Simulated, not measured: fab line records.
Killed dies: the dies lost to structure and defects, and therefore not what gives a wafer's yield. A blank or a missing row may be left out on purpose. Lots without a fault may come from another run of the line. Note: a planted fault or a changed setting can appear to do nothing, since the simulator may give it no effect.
fab line records | flow n5-finfet
record: lots: 7 | wafers: 21
route steps=1938 shown BEOL_M12@1649 BEOL_M13@1696 BEOL_M15@1801 MIM_TOP@1838 MIM_TOP_LITHO@1843
start-h: start of the lot's first displayed wafer, in hours after the record's first day | wait-h: how many hours have passed since the lot's step before this one | " the same as in the row above | L1.1+2: one row covering several wafers at once | - either no value or no given start | * or withheld: withheld | < > ~ a bound
route shown NAME@n: names a module that has steps shown in the file, with the first one's number in the route | usual: average and standard deviation across the fault-free wafers | same: alike in all rows | chamber/n: place in a boat | sites: readings site by site | _std_site: their standard deviation | _edge_site: inner sites' mean taken away from outer sites' mean | radius-mm: how far each site lies from the wafer's centre | mask NAME#n: copy n | behind: tool/chamber where the wafer was last shaped | hold: what put the lot on hold/how long, in hours/how the hold closed | device: whichever transistor did not switch (one of n, p or np) | end of line: the route-end tests of the same wafers | a step without rows: its recipe alone | killed: count of dies lost to structure and defects at first sort (not the wafer's yield) | map: per-die view of a wafer (x killed, . not killed, _ where there is no die)
set.NAME: the run value of the setting; set.NAME@STEP: its run value at that earlier step | model.NAME: the simulator's own value behind a step, which no gauge read
lots where settings were altered on purpose, with a table for each step and a row for each wafer
== steps ==
step: N5_BEOL_M12_SPUTTER_44
recipe: material: Ta | target-thk-a: 100 | temp-c: 50 | bias-v: 80 | power-w: 15000 | chamber-pressure-pa: 0.07 | time-s: 16.13
lot.wafer  | tool           | chamber | start-h | wait-h | set.power-w | model.Ta_of_BEOL_M12_SPUTTER_44.thk-nm
L074.2     | pvd-sputter-02 | -       | 231.11  | 0.0    | 15000       | 10.4
L074.4     | "              | -       | "       | "      | 13680       | 9.6
L074.5     | "              | -       | "       | "      | 15000       | 10.2
L079.1     | pvd-sputter-03 | -       | 270.71  | 0.0    | 16630       | 11
L079.2     | "              | -       | "       | "      | 15000       | 10
L079.6     | "              | -       | "       | "      | 15000       | 9.8
L086.2+6   | pvd-sputter-02 | -       | 319.39  | 0.0    | 15000       | 10.2
L086.5     | "              | -       | "       | "      | 15000       | 10
L088.2+4+6 | pvd-sputter-01 | -       | 321.06  | 0.0    | 15000       | 9.8
L087.1     | pvd-sputter-02 | -       | 326.51  | 0.0    | 15000       | 10.2
L087.3     | "              | -       | "       | "      | 15000       | 10
L087.4     | "              | -       | "       | "      | 13770       | 9.2
L090.3+5   | pvd-sputter-01 | -       | 331.77  | 0.0    | 15000       | 9.8
L090.6     | "              | -       | "       | "      | 17690       | 11.6
L089.1+5   | pvd-sputter-02 | -       | 334.47  | 0.0    | 15000       | 10.2
L089.3     | "              | -       | "       | "      | 15000       | 10
step: N5_BEOL_M12_SPUTTER_45
recipe: material: Cu | target-thk-a: 800 | temp-c: -20 | bias-v: 60 | power-w: 26000 | chamber-pressure-pa: 0.13 | time-s: 13.33
step: N5_BEOL_M12_ECD_47
recipe: material: Cu | target-thk-a: 7200
step: N5_BEOL_M12_ANNEAL_48
recipe: temp-c: 225 | time-s: 90 | ambient: N2
step: N5_BEOL_M12_CMP_49
recipe: stop-on: SiOC | t-overpolish-s: 20.6 | down-force-psi: 1 | platen-rpm: 50 | clearing-platen-down-force-psi: 1.5 | clearing-platen-rpm: 50 | post-cmp-clean: cu-alkaline | target-thk-nm: 320 | clearing-platen-pad-velocity-m-s: 0.99484 | pad-velocity-m-s: 0.99484
lot.wafer | tool   | chamber | start-h | wait-h | set.time-s@BEOL_M12_TRENCH_ETCH_34 | model.Cu_of_BEOL_M12_ECD_47.thk-nm
L074.4    | cmp-01 | 1       | 231.90  | 0.2    | 125.5                              | 325
L074.2    | "      | 2       | "       | "      | 125.5                              | 324.4
L074.5    | "      | 1       | "       | "      | 145.6                              | 369
L079.2    | cmp-01 | 1       | 271.35  | 0.2    | 125.5                              | 315.2
L079.1    | "      | 2       | "       | "      | 125.5                              | 310
L079.6    | "      | 2       | "       | "      | 99.88                              | 246.6
L086.2    | cmp-01 | 0       | 320.10  | 0.3    | 125.5                              | 316
L086.5    | "      | 2       | "       | "      | 125.5                              | 315
L086.6    | "      | 3       | "       | "      | 125.5                              | 322.8
L088.4    | cmp-01 | 3       | 321.90  | 0.2    | 125.5                              | 314.2
L088.2    | "      | 0       | "       | "      | 125.5                              | 318
L088.6    | "      | 1       | "       | "      | 125.5                              | 317.8
L087.1    | cmp-01 | 2       | 327.27  | 0.3    | 125.5                              | 308.8
L087.3    | "      | 3       | "       | "      | 125.5                              | 321.8
L087.4    | "      | 0       | "       | "      | 146.9                              | 375.2
L090.3    | cmp-01 | 1       | 332.63  | 0.2    | 125.5                              | 309.2
L090.6    | "      | 3       | "       | "      | 125.5                              | 310.6
L090.5    | "      | 0       | "       | "      | 125.5                              | 316.8
L089.3    | cmp-02 | 1       | 335.10  | 0.2    | 140.3                              | 348.8
L089.1    | "      | 2       | "       | "      | 140.3                              | 360.4
L089.5    | "      | 2       | "       | "      | 125.5                              | 321.6
step: N5_BEOL_M12_THK_MEAS_50
recipe: thk-meas-gauge: xrf | reads: Cu_of_BEOL_M12_ECD_47
usual: M12_THK: 325/6.6
lot.wafer | tool          | chamber | start-h | wait-h | set.time-s@BEOL_M12_TRENCH_ETCH_34 | M12_THK[nm]
L074.2    | film-metro-02 | -       | 232.15  | -      | 125.5                              | 329
L074.4    | "             | -       | "       | "      | 125.5                              | 328
L074.5    | "             | -       | "       | "      | 145.6                              | 374
L079.1    | film-metro-02 | -       | 271.64  | -      | 125.5                              | 315
L079.2    | "             | -       | "       | "      | 125.5                              | 320
L079.6    | "             | -       | "       | "      | 99.88                              | 250
L086.2    | film-metro-02 | -       | 320.32  | -      | 125.5                              | 318
L086.5    | "             | -       | "       | "      | 125.5                              | 318
L086.6    | "             | -       | "       | "      | 125.5                              | 326
L088.2    | film-metro-02 | -       | 322.12  | -      | 125.5                              | 321
L088.4    | "             | -       | "       | "      | 125.5                              | 318
L088.6    | "             | -       | "       | "      | 125.5                              | 324
L087.1    | film-metro-02 | -       | 327.52  | -      | 125.5                              | 310
L087.3    | "             | -       | "       | "      | 125.5                              | 324
L087.4    | "             | -       | "       | "      | 146.9                              | 377
L090.3    | film-metro-01 | -       | 332.85  | -      | 125.5                              | 318
L090.5    | "             | -       | "       | "      | 125.5                              | 325
L090.6    | "             | -       | "       | "      | 125.5                              | 318
L089.1    | film-metro-01 | -       | 335.40  | -      | 140.3                              | 367
L089.3    | "             | -       | "       | "      | 140.3                              | 352
L089.5    | "             | -       | "       | "      | 125.5                              | 327
step: N5_BEOL_M12_PRE_CLEAN_52
recipe: gas: NH3 | time-s: 15 | temp-c: withheld | rf-power-w: 300
step: N5_BEOL_M12_DEP_53
recipe: material: SiCN | target-thk-a: 300 | temp-c: withheld | precursor: 3MS/NH3 | pressure-torr: 3 | rf-w: 675 | time-s: 10.5
step: N5_BEOL_M12_RS_MEAS_54
recipe: thk-meas-gauge: four-point-probe | reads: Cu_of_BEOL_M12_ECD_47+Ta_of_BEOL_M12_SPUTTER_44+TaN_of_BEOL_M12_SPUTTER_43
usual: M12_RS: 0.0602/0.0011
lot.wafer | tool          | chamber | start-h | wait-h | set.time-s@BEOL_M12_TRENCH_ETCH_34 | M12_RS[ohm/sq]
L074.2    | film-metro-02 | -       | 232.28  | 0.0    | 125.5                              | 0.0591
L074.4    | "             | -       | "       | "      | 125.5                              | 0.0590
L074.5    | "             | -       | "       | "      | 145.6                              | 0.0517
L079.1    | film-metro-01 | -       | 271.77  | 0.0    | 125.5                              | 0.0621
L079.2    | "             | -       | "       | "      | 125.5                              | 0.0609
L079.6    | "             | -       | "       | "      | 99.88                              | 0.0789
L086.2    | film-metro-02 | -       | 320.48  | 0.1    | 125.5                              | 0.0608
L086.5    | "             | -       | "       | "      | 125.5                              | 0.0610
L086.6    | "             | -       | "       | "      | 125.5                              | 0.0595
L088.2    | film-metro-01 | -       | 322.28  | 0.1    | 125.5                              | 0.0604
L088.4    | "             | -       | "       | "      | 125.5                              | 0.0612
L088.6    | "             | -       | "       | "      | 125.5                              | 0.0604
L087.1    | film-metro-01 | -       | 327.65  | 0.0    | 125.5                              | 0.0622
L087.3    | "             | -       | "       | "      | 125.5                              | 0.0597
L087.4    | "             | -       | "       | "      | 146.9                              | 0.0509
L090.3    | film-metro-02 | -       | 332.98  | 0.0    | 125.5                              | 0.0621
L090.5    | "             | -       | "       | "      | 125.5                              | 0.0606
L090.6    | "             | -       | "       | "      | 125.5                              | 0.0620
L089.1    | film-metro-01 | -       | 335.52  | 0.0    | 140.3                              | 0.0530
L089.3    | "             | -       | "       | "      | 140.3                              | 0.0549
L089.5    | "             | -       | "       | "      | 125.5                              | 0.0597
step: N5_BEOL_M13_TRENCH_ETCH_34
recipe: chemistry: C4F8/O2/Ar | target: SiOC | target-depth-a: 4134.7 | mask-material: SOC | pressure-mtorr: 30 | source-w: 3000 | bias-w: 700 | Ar_flow_sccm: 400 | C4F8_flow_sccm: 15 | O2_flow_sccm: 8 | he-inner-torr: 15 | he-outer-torr: 30 | time-s: 162.6 | ion-energy-ev: 250
lot.wafer | tool        | chamber | start-h | wait-h | set.time-s | model.etch.depth-nm
L074.2    | rie-diel-05 | 0       | 234.48  | 0.0    | 162.6      | 403.1
L074.4    | "           | 3       | "       | "      | 162.6      | 416.1
L074.5    | "           | 3       | "       | "      | 146        | 367.6
L079.1    | rie-diel-05 | 2       | 273.84  | 0.0    | 152.5      | 385.1
L079.2    | "           | 3       | "       | "      | 162.6      | 414.3
L079.6    | "           | 3       | "       | "      | 162.6      | 418.3
L086.2    | rie-diel-05 | 2       | 322.55  | 0.0    | 128.5      | 322.5
L086.5    | "           | 3       | "       | "      | 128.5      | 328.1
L086.6    | "           | 2       | "       | "      | 162.6      | 408.6
L088.2    | rie-diel-03 | 0       | 324.69  | 0.0    | 162.6      | 409.1
L088.4    | "           | 0       | "       | "      | 162.6      | 402.9
L088.6    | "           | 1       | "       | "      | 162.6      | 428.7
L087.1    | rie-diel-05 | 2       | 329.73  | 0.0    | 162.6      | 410.1
L087.3    | "           | 1       | "       | "      | 162.6      | 404.9
L087.4    | "           | 0       | "       | "      | 162.6      | 423.6
L090.3    | rie-diel-02 | 3       | 334.96  | 0.0    | 162.6      | 420
L090.5    | "           | 2       | "       | "      | 162.6      | 403.6
L090.6    | "           | 1       | "       | "      | 162.6      | 405.5
L089.1    | rie-diel-05 | 0       | 337.74  | 0.0    | 162.6      | 427.1
L089.3    | "           | 3       | "       | "      | 162.6      | 418.7
L089.5    | "           | 1       | "       | "      | 162.6      | 409.5
step: N5_BEOL_M13_STRIP_70
recipe: chemistry: C4F8/O2/Ar | resist: SiARC | rf-frequency-hz: 6e+07
step: N5_BEOL_M13_OCD_MEAS_35
usual: trench-depth-nm: 412/7.5
lot.wafer | tool   | chamber | start-h | wait-h | set.time-s@BEOL_M13_TRENCH_ETCH_34 | trench-depth-nm
L074.2    | ocd-02 | -       | 234.66  | 0.0    | 162.6                              | 402
L074.4    | "      | -       | "       | "      | 162.6                              | 416
L074.5    | "      | -       | "       | "      | 146                                | 367
L079.1    | ocd-01 | -       | 274.02  | 0.0    | 152.5                              | 385
L079.2    | "      | -       | "       | "      | 162.6                              | 414
L079.6    | "      | -       | "       | "      | 162.6                              | 418
L086.2    | ocd-02 | -       | 322.73  | 0.0    | 128.5                              | 323
L086.5    | "      | -       | "       | "      | 128.5                              | 328
L086.6    | "      | -       | "       | "      | 162.6                              | 409
L088.2    | ocd-02 | -       | 324.87  | 0.0    | 162.6                              | 409
L088.4    | "      | -       | "       | "      | 162.6                              | 403
L088.6    | "      | -       | "       | "      | 162.6                              | 428
L087.1    | ocd-02 | -       | 329.90  | 0.0    | 162.6                              | 409
L087.3    | "      | -       | "       | "      | 162.6                              | 405
L087.4    | "      | -       | "       | "      | 162.6                              | 424
L090.3    | ocd-01 | -       | 335.14  | 0.0    | 162.6                              | 420
L090.5    | "      | -       | "       | "      | 162.6                              | 403
L090.6    | "      | -       | "       | "      | 162.6                              | 406
L089.1    | ocd-01 | -       | 337.91  | 0.0    | 162.6                              | 427
L089.3    | "      | -       | "       | "      | 162.6                              | 419
L089.5    | "      | -       | "       | "      | 162.6                              | 410
step: N5_BEOL_M13_STRIP_37
recipe: chemistry: N2/H2 | power-w: 1000 | temp-c: 250 | h2-frac: 0.65 | overash-fraction: 0.3 | pressure-mtorr: withheld | n2-flow-sccm: 1750 | h2-flow-sccm: 3250
step: N5_BEOL_M13_ETCH_38
recipe: chemistry: CF4/N2 | target: SiCN | target-depth-a: 675 | taper-deg: 2 | time-s: 71.9 | ion-energy-ev: 150 | mask-material: SiO2 | pressure-mtorr: 40 | source-w: 430 | bias-w: 70 | Ar_flow_sccm: 100 | cf4-flow-sccm: 60 | n2-flow-sccm: 60
step: N5_BEOL_M13_ECD_47
recipe: material: Cu | target-thk-a: 9360
step: N5_BEOL_M13_ANNEAL_48
recipe: temp-c: 225 | time-s: 90 | ambient: N2
step: N5_BEOL_M13_CMP_49
recipe: stop-on: SiOC | t-overpolish-s: 17.1 | down-force-psi: 1 | platen-rpm: 50 | clearing-platen-down-force-psi: 1.5 | clearing-platen-rpm: 50 | post-cmp-clean: cu-alkaline | target-thk-nm: 420 | clearing-platen-pad-velocity-m-s: 0.99484 | pad-velocity-m-s: 0.99484
lot.wafer | tool   | chamber | start-h | wait-h | set.time-s@BEOL_M13_TRENCH_ETCH_34 | model.Cu_of_BEOL_M13_ECD_47.thk-nm
L074.2    | cmp-03 | 0       | 235.95  | 0.2    | 162.6                              | 410.8
L074.4    | "      | 2       | "       | "      | 162.6                              | 424.6
L074.5    | "      | 0       | "       | "      | 146                                | 376.2
L079.2    | cmp-02 | 0       | 276.65  | 0.2    | 162.6                              | 420.2
L079.1    | "      | 3       | "       | "      | 152.5                              | 393.6
L079.6    | "      | 0       | "       | "      | 162.6                              | 424.8
L086.2    | cmp-03 | 1       | 324.88  | 0.3    | 128.5                              | 328.6
L086.5    | "      | 3       | "       | "      | 128.5                              | 336.6
L086.6    | "      | 0       | "       | "      | 162.6                              | 416.4
L088.4    | cmp-04 | 2       | 327.00  | 0.2    | 162.6                              | 408.8
L088.2    | "      | 3       | "       | "      | 162.6                              | 414.4
L088.6    | "      | 2       | "       | "      | 162.6                              | 435.6
L087.1    | cmp-03 | 3       | 333.32  | 0.3    | 162.6                              | 417.2
L087.3    | "      | 0       | "       | "      | 162.6                              | 411.4
L087.4    | "      | 2       | "       | "      | 162.6                              | 429.2
L090.3    | cmp-02 | 2       | 340.96  | 0.3    | 162.6                              | 429
L090.6    | "      | 3       | "       | "      | 162.6                              | 414.2
L090.5    | "      | 0       | "       | "      | 162.6                              | 408.4
L089.3    | cmp-03 | 2       | 342.11  | 0.2    | 162.6                              | 424.6
L089.1    | "      | 0       | "       | "      | 162.6                              | 432.4
L089.5    | "      | 3       | "       | "      | 162.6                              | 417.4
step: N5_BEOL_M13_PRE_CLEAN_52
recipe: gas: NH3 | time-s: 15 | temp-c: withheld | rf-power-w: 300
step: N5_BEOL_M13_DEP_53
recipe: material: SiCN | target-thk-a: 500 | temp-c: withheld | precursor: 3MS/NH3 | pressure-torr: 3 | rf-w: 675 | time-s: 17.8
step: N5_BEOL_M13_RS_MEAS_54
recipe: thk-meas-gauge: four-point-probe | reads: Cu_of_BEOL_M13_ECD_47+Ta_of_BEOL_M13_SPUTTER_44+TaN_of_BEOL_M13_SPUTTER_43
usual: M13_RS: 0.0450/0.00083
lot.wafer | tool          | chamber | start-h | wait-h | set.time-s@BEOL_M13_TRENCH_ETCH_34 | M13_RS[ohm/sq]
L074.2    | film-metro-02 | -       | 236.37  | 0.1    | 162.6                              | 0.0460
L074.4    | "             | -       | "       | "      | 162.6                              | 0.0445
L074.5    | "             | -       | "       | "      | 146                                | 0.0504
L079.1    | film-metro-01 | -       | 277.08  | 0.0    | 152.5                              | 0.0481
L079.2    | "             | -       | "       | "      | 162.6                              | 0.0449
L079.6    | "             | -       | "       | "      | 162.6                              | 0.0445
L086.2    | film-metro-02 | -       | 325.23  | 0.1    | 128.5                              | 0.0580
L086.5    | "             | -       | "       | "      | 128.5                              | 0.0566
L086.6    | "             | -       | "       | "      | 162.6                              | 0.0454
L088.2    | film-metro-02 | -       | 327.42  | 0.1    | 162.6                              | 0.0456
L088.4    | "             | -       | "       | "      | 162.6                              | 0.0461
L088.6    | "             | -       | "       | "      | 162.6                              | 0.0434
L087.1    | film-metro-01 | -       | 333.74  | 0.0    | 162.6                              | 0.0451
L087.3    | "             | -       | "       | "      | 162.6                              | 0.0459
L087.4    | "             | -       | "       | "      | 162.6                              | 0.0439
L090.3    | film-metro-01 | -       | 341.27  | 0.1    | 162.6                              | 0.0440
L090.5    | "             | -       | "       | "      | 162.6                              | 0.0462
L090.6    | "             | -       | "       | "      | 162.6                              | 0.0455
L089.1    | film-metro-01 | -       | 342.53  | 0.0    | 162.6                              | 0.0436
L089.3    | "             | -       | "       | "      | 162.6                              | 0.0445
L089.5    | "             | -       | "       | "      | 162.6                              | 0.0453
step: N5_BEOL_M15_PEB_26
recipe: peb-temp-c: 130 | peb-time-s: 90
lot.wafer  | tool           | chamber | start-h | wait-h | set.peb-time-s
L074.2+4+5 | litho-track-05 | 0       | 245.17  | 0.0    | 90
L079.1+2   | litho-track-05 | 0       | 290.38  | 0.1    | 90
L079.6     | "              | 0       | "       | "      | 106.5
L086.2+5   | litho-track-01 | 0       | 336.32  | 0.0    | 90
L086.6     | "              | 0       | "       | "      | 77.64
L088.2+4+6 | litho-track-05 | 0       | 336.67  | 0.0    | 90
L087.1+4   | litho-track-05 | 0       | 341.67  | 0.1    | 90
L087.3     | "              | 0       | "       | "      | 107.2
L090.3     | litho-track-05 | 0       | 347.97  | 0.0    | 90
L090.5+6   | "              | 0       | "       | "      | 75.91
L089.1+5   | litho-track-01 | 0       | 353.04  | 0.1    | 90
L089.3     | "              | 0       | "       | "      | 102.6
step: N5_BEOL_M15_DEVELOP_27
recipe: develop-time-s: 45 | rinse-liquid: diw | dry: air-spin | dev-temp-c: 21
step: N5_BEOL_M15_HARDBAKE_32
recipe: temp-c: 130 | time-s: 120
step: N5_BEOL_M15_CD_MEAS_28
recipe: target-cd-nm: 407.6 | landing-energy-ev: 500 | detector: se-inlens
usual: cd-nm: 408.0/2.4
lot.wafer | tool      | chamber | start-h | wait-h | set.peb-time-s@BEOL_M15_PEB_26 | cd-nm
L074.2    | cd-sem-02 | 0       | 245.29  | -      | 90                             | 403.0
L074.4    | "         | 0       | "       | "      | 90                             | 408.1
L074.5    | "         | 0       | "       | "      | 90                             | 406.4
L079.1    | cd-sem-02 | 0       | 290.49  | -      | 90                             | 410.6
L079.2    | "         | 0       | "       | "      | 90                             | 407.9
L079.6    | "         | 0       | "       | "      | 106.5                          | 417.2
L086.2    | cd-sem-01 | 0       | 336.43  | -      | 90                             | 409.3
L086.5    | "         | 0       | "       | "      | 90                             | 411.7
L086.6    | "         | 0       | "       | "      | 77.64                          | 405.8
L088.2    | cd-sem-03 | 0       | 336.79  | -      | 90                             | 410.0
L088.4    | "         | 0       | "       | "      | 90                             | 408.6
L088.6    | "         | 0       | "       | "      | 90                             | 412.5
L087.1    | cd-sem-02 | 0       | 341.78  | -      | 90                             | 406.7
L087.3    | "         | 0       | "       | "      | 107.2                          | 414.7
L087.4    | "         | 0       | "       | "      | 90                             | 406.3
L090.3    | cd-sem-01 | 0       | 348.08  | -      | 90                             | 407.6
L090.5    | "         | 0       | "       | "      | 75.91                          | 399.8
L090.6    | "         | 0       | "       | "      | 75.91                          | 402.8
L089.1    | cd-sem-01 | 0       | 353.16  | -      | 90                             | 406.9
L089.3    | "         | 0       | "       | "      | 102.6                          | 411.3
L089.5    | "         | 0       | "       | "      | 90                             | 408.6
step: N5_BEOL_M15_DESCUM_33
recipe: chemistry: O2 | time-s: 7.9 | source-power-w: 50 | bias-power-w: 20 | pressure-mtorr: 20 | rf-frequency-hz: 2.712e+07 | temp-c: 40 | o2-flow-sccm: 225
lot.wafer | tool        | chamber | start-h | wait-h | set.peb-time-s@BEOL_M15_PEB_26 | model.BEOL_M15.cd-nm
L074.2    | rie-diel-05 | 3       | 245.88  | 0.5    | 90                             | 403.4
L074.4    | "           | 0       | "       | "      | 90                             | 408.2
L074.5    | "           | 0       | "       | "      | 90                             | 406.8
L079.1    | rie-diel-02 | 3       | 291.30  | 0.7    | 90                             | 410.4
L079.2    | "           | 0       | "       | "      | 90                             | 408.4
L079.6    | "           | 3       | "       | "      | 106.5                          | 417
L086.2    | rie-diel-02 | 2       | 336.52  | 0.0    | 90                             | 409.6
L086.5    | "           | 2       | "       | "      | 90                             | 411.8
L086.6    | "           | 3       | "       | "      | 77.64                          | 405.6
L088.2    | rie-diel-02 | 2       | 336.87  | 0.0    | 90                             | 410.2
L088.4    | "           | 1       | "       | "      | 90                             | 408.8
L088.6    | "           | 2       | "       | "      | 90                             | 412.4
L087.1    | rie-diel-05 | 2       | 341.87  | 0.0    | 90                             | 407
L087.3    | "           | 1       | "       | "      | 107.2                          | 414.8
L087.4    | "           | 3       | "       | "      | 90                             | 405.8
L090.3    | rie-diel-03 | 2       | 348.19  | 0.0    | 90                             | 407.6
L090.5    | "           | 3       | "       | "      | 75.91                          | 400
L090.6    | "           | 0       | "       | "      | 75.91                          | 403.2
L089.1    | rie-diel-05 | 1       | 353.42  | 0.2    | 90                             | 406.6
L089.3    | "           | 0       | "       | "      | 102.6                          | 411.4
L089.5    | "           | 0       | "       | "      | 90                             | 408.8
step: N5_MIM_TOP_SPUTTER_03
recipe: material: TiN | target-thk-a: 350 | temp-c: 200 | power-w: 3000 | chamber-pressure-pa: 0.49996 | gas: Ar | reactive-partial-pa: 0.37997 | time-s: 89.7
lot.wafer  | tool           | chamber | start-h | wait-h | set.time-s | model.TiN_of_MIM_TOP_SPUTTER_03.thk-nm
L074.2+5   | pvd-sputter-03 | -       | 253.04  | 0.0    | 89.7       | 34.8
L074.4     | "              | -       | "       | "      | 78.14      | 30.2
L079.1     | pvd-sputter-01 | -       | 299.05  | 0.0    | 89.7       | 34.4
L079.2+6   | "              | -       | "       | "      | 89.7       | 34.6
L086.2     | pvd-sputter-01 | -       | 344.67  | 0.0    | 96.99      | 37.4
L086.5     | "              | -       | "       | "      | 89.7       | 34.8
L086.6     | "              | -       | "       | "      | 89.7       | 35.2
L088.2+4+6 | pvd-sputter-03 | -       | 346.25  | 0.0    | 89.7       | 34.4
L087.1     | pvd-sputter-01 | -       | 349.47  | 0.0    | 89.7       | 34.6
L087.3     | "              | -       | "       | "      | 89.7       | 35.4
L087.4     | "              | -       | "       | "      | 98.21      | 38.2
L090.3     | pvd-sputter-02 | -       | 359.63  | 0.0    | 89.7       | 35
L090.5     | "              | -       | "       | "      | 89.7       | 34.6
L090.6     | "              | -       | "       | "      | 81.4       | 31.6
L089.1     | pvd-sputter-03 | -       | 361.65  | 0.0    | 85.49      | 32.6
L089.3     | "              | -       | "       | "      | 89.7       | 34.6
L089.5     | "              | -       | "       | "      | 89.7       | 34.8
step: N5_MIM_TOP_LITHO_EXPOSE_05
recipe: mask-id: MIM_TOP | na: 0.55 | source-shape: conventional | sigma-outer: 0.8 | polarization: unpolarized | target-cd-nm: 2000 | dose-mj: 20.5
lot.wafer  | tool           | chamber | start-h | wait-h | mask      | set.dose-mj
L074.2     | krf-scanner-02 | 0       | 253.27  | -      | MIM_TOP#0 | 20.96
L074.4+5   | "              | 0       | "       | "      | MIM_TOP#0 | 20.5
L079.1     | krf-scanner-02 | 0       | 299.26  | -      | MIM_TOP#0 | 19.33
L079.2+6   | "              | 0       | "       | "      | MIM_TOP#0 | 20.5
L086.2+6   | krf-scanner-02 | 0       | 344.89  | -      | MIM_TOP#0 | 20.5
L086.5     | "              | 0       | "       | "      | MIM_TOP#0 | 21.76
L088.2+4+6 | krf-scanner-02 | 0       | 346.47  | -      | MIM_TOP#0 | 20.5
L087.1+3+4 | krf-scanner-01 | 0       | 349.81  | -      | MIM_TOP#0 | 20.5
L090.3+5+6 | krf-scanner-01 | 0       | 359.85  | -      | MIM_TOP#0 | 20.5
L089.1+3+5 | krf-scanner-02 | 0       | 361.87  | -      | MIM_TOP#0 | 20.5
step: N5_MIM_TOP_LITHO_PEB_06
recipe: peb-temp-c: withheld | peb-time-s: *
step: N5_MIM_TOP_LITHO_DEVELOP_07
recipe: develop-time-s: 60 | rinse-liquid: diw | dry: air-spin | dev-temp-c: 21
step: N5_MIM_TOP_LITHO_HARDBAKE_09
recipe: temp-c: 130 | time-s: 120
step: N5_MIM_TOP_LITHO_CD_MEAS_08
recipe: target-cd-nm: 2000 | landing-energy-ev: 500 | detector: se-inlens
usual: cd-nm: 2000.7/2.3
lot.wafer | tool      | chamber | start-h | wait-h | set.dose-mj@MIM_TOP_LITHO_EXPOSE_05 | cd-nm
L074.2    | cd-sem-03 | 0       | 253.45  | -      | 20.96                               | 1999.2
L074.4    | "         | 0       | "       | "      | 20.5                                | 2003.3
L074.5    | "         | 0       | "       | "      | 20.5                                | 2002.2
L079.1    | cd-sem-03 | 0       | 299.44  | -      | 19.33                               | 2012.9
L079.2    | "         | 0       | "       | "      | 20.5                                | 1999.2
L079.6    | "         | 0       | "       | "      | 20.5                                | 2002.0
L086.2    | cd-sem-02 | 0       | 345.07  | -      | 20.5                                | 2000.9
L086.5    | "         | 0       | "       | "      | 21.76                               | 1984.6
L086.6    | "         | 0       | "       | "      | 20.5                                | 1999.8
L088.2    | cd-sem-01 | 0       | 346.64  | -      | 20.5                                | 2002.5
L088.4    | "         | 0       | "       | "      | 20.5                                | 2002.7
L088.6    | "         | 0       | "       | "      | 20.5                                | 2001.0
L087.1    | cd-sem-02 | 0       | 349.99  | -      | 20.5                                | 2000.4
L087.3    | "         | 0       | "       | "      | 20.5                                | 2003.3
L087.4    | "         | 0       | "       | "      | 20.5                                | 2002.1
L090.3    | cd-sem-01 | 0       | 360.02  | -      | 20.5                                | 2001.5
L090.5    | "         | 0       | "       | "      | 20.5                                | 2001.5
L090.6    | "         | 0       | "       | "      | 20.5                                | 1995.9
L089.1    | cd-sem-03 | 0       | 362.04  | -      | 20.5                                | 2003.5
L089.3    | "         | 0       | "       | "      | 20.5                                | 2002.2
L089.5    | "         | 0       | "       | "      | 20.5                                | 2001.8
step: N5_MIM_TOP_LITHO_DESCUM_10
recipe: chemistry: O2 | time-s: 7.9 | source-power-w: 50 | bias-power-w: 20 | pressure-mtorr: 20 | rf-frequency-hz: 2.712e+07 | temp-c: 40 | o2-flow-sccm: 225
lot.wafer | tool        | chamber | start-h | wait-h | set.dose-mj@MIM_TOP_LITHO_EXPOSE_05 | model.MIM_TOP_LITHO.cd-nm
L074.2    | rie-diel-04 | 3       | 253.99  | 0.5    | 20.96                               | 1999
L074.4+5  | "           | 0,1     | "       | "      | 20.5                                | 2003
L079.1    | rie-diel-06 | 1       | 299.53  | 0.0    | 19.33                               | 2013
L079.2    | "           | 3       | "       | "      | 20.5                                | 1999
L079.6    | "           | 1       | "       | "      | 20.5                                | 2002
L086.2    | rie-diel-06 | 0       | 345.24  | 0.1    | 20.5                                | 2001
L086.5    | "           | 1       | "       | "      | 21.76                               | 1985
L086.6    | "           | 2       | "       | "      | 20.5                                | 2000
L088.2    | rie-diel-01 | 2       | 346.73  | 0.0    | 20.5                                | 2002
L088.4    | "           | 1       | "       | "      | 20.5                                | 2003
L088.6    | "           | 1       | "       | "      | 20.5                                | 2001
L087.1    | rie-diel-01 | 1       | 350.08  | 0.0    | 20.5                                | 2000
L087.3    | "           | 3       | "       | "      | 20.5                                | 2004
L087.4    | "           | 0       | "       | "      | 20.5                                | 2002
L090.3+5  | rie-diel-06 | 0       | 360.33  | 0.3    | 20.5                                | 2001
L090.6    | "           | 1       | "       | "      | 20.5                                | 1996
L089.1    | rie-diel-04 | 2       | 362.13  | 0.0    | 20.5                                | 2003
L089.3+5  | "           | 1,2     | "       | "      | 20.5                                | 2002
== key ==
split: step: N5_BEOL_M12_SPUTTER_44 | setting: power-w | stated: 15000 | by: wafer
response: step: N5_BEOL_M12_SPUTTER_44 | reading: model.Ta_of_BEOL_M12_SPUTTER_44.thk-nm | change: +0.0989 | per: 1% | r: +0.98
split: step: N5_BEOL_M13_TRENCH_ETCH_34 | setting: time-s | stated: 162.6 | by: wafer
response: step: N5_BEOL_M13_TRENCH_ETCH_34 | reading: model.etch.depth-nm | change: +4.07 | per: 1% | r: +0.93
response: step: N5_BEOL_M13_OCD_MEAS_35 | reading: trench-depth-nm | change: +4.07 | per: 1% | r: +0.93
response: step: N5_BEOL_M13_CMP_49 | reading: model.Cu_of_BEOL_M13_ECD_47.thk-nm | change: +4.05 | per: 1% | r: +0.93
response: step: N5_BEOL_M13_RS_MEAS_54 | reading: M13_RS | change: -0.000556 | per: 1% | r: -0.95
split: step: N5_BEOL_M15_PEB_26 | setting: peb-time-s | stated: 90 | by: wafer
response: step: N5_BEOL_M15_CD_MEAS_28 | reading: cd-nm | change: +0.387 | per: 1% | r: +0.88
response: step: N5_BEOL_M15_DESCUM_33 | reading: model.BEOL_M15.cd-nm | change: +0.387 | per: 1% | r: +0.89
split: step: N5_MIM_TOP_SPUTTER_03 | setting: time-s | stated: 89.7 | by: wafer
response: step: N5_MIM_TOP_SPUTTER_03 | reading: model.TiN_of_MIM_TOP_SPUTTER_03.thk-nm | change: +0.346 | per: 1% | r: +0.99
split: step: N5_MIM_TOP_LITHO_EXPOSE_05 | setting: dose-mj | stated: 20.5 | by: wafer
response: step: N5_MIM_TOP_LITHO_CD_MEAS_08 | reading: cd-nm | change: -2.32 | per: 1% | r: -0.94
response: step: N5_MIM_TOP_LITHO_DESCUM_10 | reading: model.MIM_TOP_LITHO.cd-nm | change: -2.32 | per: 1% | r: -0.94
split outside-this-file step=N5_BEOL_M12_TRENCH_ETCH_34 setting=time-s
split outside-this-file: this setting was split too, and the file shows its column; the key of that split is in another file
